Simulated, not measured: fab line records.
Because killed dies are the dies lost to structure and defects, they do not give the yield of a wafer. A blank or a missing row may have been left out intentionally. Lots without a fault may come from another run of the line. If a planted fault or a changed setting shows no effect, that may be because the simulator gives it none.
Matching of chambers || flow n5-finfet || 4 sister chambers for N5_GATE_CUT_HM_OPEN_40 on rie-diel-02
The step chemistry C4F6/O2, target SiO2, target depth 139 nm, time 85.1 s. 18 wafers are shown with their chamber, then 9 later ones without.

WAFERS WITH THEIR CHAMBER
{"wafer": "L074.2", "chamber": 2, "showerhead-plenum-p-Torr (Torr)": 2.83, "drypump-motor-current-A (A)": 4.9, "throttle-valve-pct (%)": 20.73}
{"wafer": "L074.3", "chamber": 1, "showerhead-plenum-p-Torr (Torr)": 2.96, "drypump-motor-current-A (A)": 6.1, "throttle-valve-pct (%)": 20.93}
{"wafer": "L074.4", "chamber": 3, "showerhead-plenum-p-Torr (Torr)": 2.73, "drypump-motor-current-A (A)": 5.9, "throttle-valve-pct (%)": 20.92}
{"wafer": "L079.1", "chamber": 3, "showerhead-plenum-p-Torr (Torr)": 2.72, "drypump-motor-current-A (A)": 5.9, "throttle-valve-pct (%)": 20.94}
{"wafer": "L079.4", "chamber": 0, "showerhead-plenum-p-Torr (Torr)": 2.85, "drypump-motor-current-A (A)": 5.7, "throttle-valve-pct (%)": 20.76}
{"wafer": "L079.6", "chamber": 2, "showerhead-plenum-p-Torr (Torr)": 2.83, "drypump-motor-current-A (A)": 5.0, "throttle-valve-pct (%)": 20.73}
{"wafer": "L084.3", "chamber": 2, "showerhead-plenum-p-Torr (Torr)": 2.82, "drypump-motor-current-A (A)": 4.9, "throttle-valve-pct (%)": 20.74}
{"wafer": "L084.5", "chamber": 2, "showerhead-plenum-p-Torr (Torr)": 2.82, "drypump-motor-current-A (A)": 4.9, "throttle-valve-pct (%)": 20.75}
{"wafer": "L084.6", "chamber": 1, "showerhead-plenum-p-Torr (Torr)": 2.95, "drypump-motor-current-A (A)": 6.2, "throttle-valve-pct (%)": 20.99}
{"wafer": "L085.1", "chamber": 0, "showerhead-plenum-p-Torr (Torr)": 2.84, "drypump-motor-current-A (A)": 5.7, "throttle-valve-pct (%)": 20.78}
{"wafer": "L085.2", "chamber": 3, "showerhead-plenum-p-Torr (Torr)": 2.72, "drypump-motor-current-A (A)": 5.9, "throttle-valve-pct (%)": 20.94}
{"wafer": "L085.5", "chamber": 1, "showerhead-plenum-p-Torr (Torr)": 2.95, "drypump-motor-current-A (A)": 6.2, "throttle-valve-pct (%)": 20.96}
{"wafer": "L086.1", "chamber": 2, "showerhead-plenum-p-Torr (Torr)": 2.82, "drypump-motor-current-A (A)": 5.0, "throttle-valve-pct (%)": 20.75}
{"wafer": "L086.3", "chamber": 1, "showerhead-plenum-p-Torr (Torr)": 2.95, "drypump-motor-current-A (A)": 6.1, "throttle-valve-pct (%)": 20.97}
{"wafer": "L086.4", "chamber": 0, "showerhead-plenum-p-Torr (Torr)": 2.84, "drypump-motor-current-A (A)": 5.8, "throttle-valve-pct (%)": 20.78}
{"wafer": "L091.2", "chamber": 0, "showerhead-plenum-p-Torr (Torr)": 2.84, "drypump-motor-current-A (A)": 5.8, "throttle-valve-pct (%)": 20.79}
{"wafer": "L091.4", "chamber": 3, "showerhead-plenum-p-Torr (Torr)": 2.71, "drypump-motor-current-A (A)": 5.9, "throttle-valve-pct (%)": 20.96}
{"wafer": "L091.5", "chamber": 0, "showerhead-plenum-p-Torr (Torr)": 2.84, "drypump-motor-current-A (A)": 5.8, "throttle-valve-pct (%)": 20.81}

SIGNATURES (averages over the wafers above)
{"reading": "showerhead-plenum-p-Torr", "chamber 0": 2.8420, "chamber 1": 2.9525, "chamber 2": 2.8240, "chamber 3": 2.7200, "scatter within a chamber": 0.00582}
{"reading": "drypump-motor-current-A", "chamber 0": 5.760, "chamber 1": 6.150, "chamber 2": 4.940, "chamber 3": 5.900, "scatter within a chamber": 0.0493}
{"reading": "throttle-valve-pct", "chamber 0": 20.7840, "chamber 1": 20.9625, "chamber 2": 20.7400, "chamber 3": 20.9400, "scatter within a chamber": 0.0177}
Rule: a wafer's distance from a chamber is the root of the sum, over the readings, of the square of ((its reading less the chamber's mean) divided by the reading's scatter). If the next closest chamber is less than 2 further off than the closest, the wafer can't be placed; otherwise it belongs to the closest. The scatter is the square root of a quotient: the sum, over the shown wafers, of each reading's squared deviation from its chamber's mean, divided by wafers minus chambers.

WAFERS WHOSE CHAMBER IS MISSING
{"wafer": "L095.2", "showerhead-plenum-p-Torr (Torr)": 2.83, "drypump-motor-current-A (A)": 5.7, "throttle-valve-pct (%)": 20.81}
{"wafer": "L095.3", "showerhead-plenum-p-Torr (Torr)": 2.94, "drypump-motor-current-A (A)": 6.2, "throttle-valve-pct (%)": 20.99}
{"wafer": "L095.5", "showerhead-plenum-p-Torr (Torr)": 2.71, "drypump-motor-current-A (A)": 5.9, "throttle-valve-pct (%)": 20.98}
{"wafer": "L096.2", "showerhead-plenum-p-Torr (Torr)": 2.94, "drypump-motor-current-A (A)": 6.2, "throttle-valve-pct (%)": 20.98}
{"wafer": "L096.4", "showerhead-plenum-p-Torr (Torr)": 2.71, "drypump-motor-current-A (A)": 5.9, "throttle-valve-pct (%)": 20.98}
{"wafer": "L096.6", "showerhead-plenum-p-Torr (Torr)": 2.83, "drypump-motor-current-A (A)": 5.7, "throttle-valve-pct (%)": 20.80}
{"wafer": "L097.2", "showerhead-plenum-p-Torr (Torr)": 2.83, "drypump-motor-current-A (A)": 5.7, "throttle-valve-pct (%)": 20.84}
{"wafer": "L097.3", "showerhead-plenum-p-Torr (Torr)": 2.94, "drypump-motor-current-A (A)": 6.1, "throttle-valve-pct (%)": 20.99}
{"wafer": "L097.6", "showerhead-plenum-p-Torr (Torr)": 2.83, "drypump-motor-current-A (A)": 5.7, "throttle-valve-pct (%)": 20.82}

WHICH CHAMBER EACH WENT THROUGH
{"wafer": "L095.2", "from the rows above": 0, "in truth": 0}
{"wafer": "L095.3", "from the rows above": 1, "in truth": 1}
{"wafer": "L095.5", "from the rows above": 3, "in truth": 3}
{"wafer": "L096.2", "from the rows above": 1, "in truth": 1}
{"wafer": "L096.4", "from the rows above": 3, "in truth": 3}
{"wafer": "L096.6", "from the rows above": 0, "in truth": 0}
{"wafer": "L097.2", "from the rows above": 0, "in truth": 0}
{"wafer": "L097.3", "from the rows above": 1, "in truth": 1}
{"wafer": "L097.6", "from the rows above": 0, "in truth": 0}
Placed correctly: 9 of 9. Can't be placed from these rows: 0. Wrongly placed: 0.
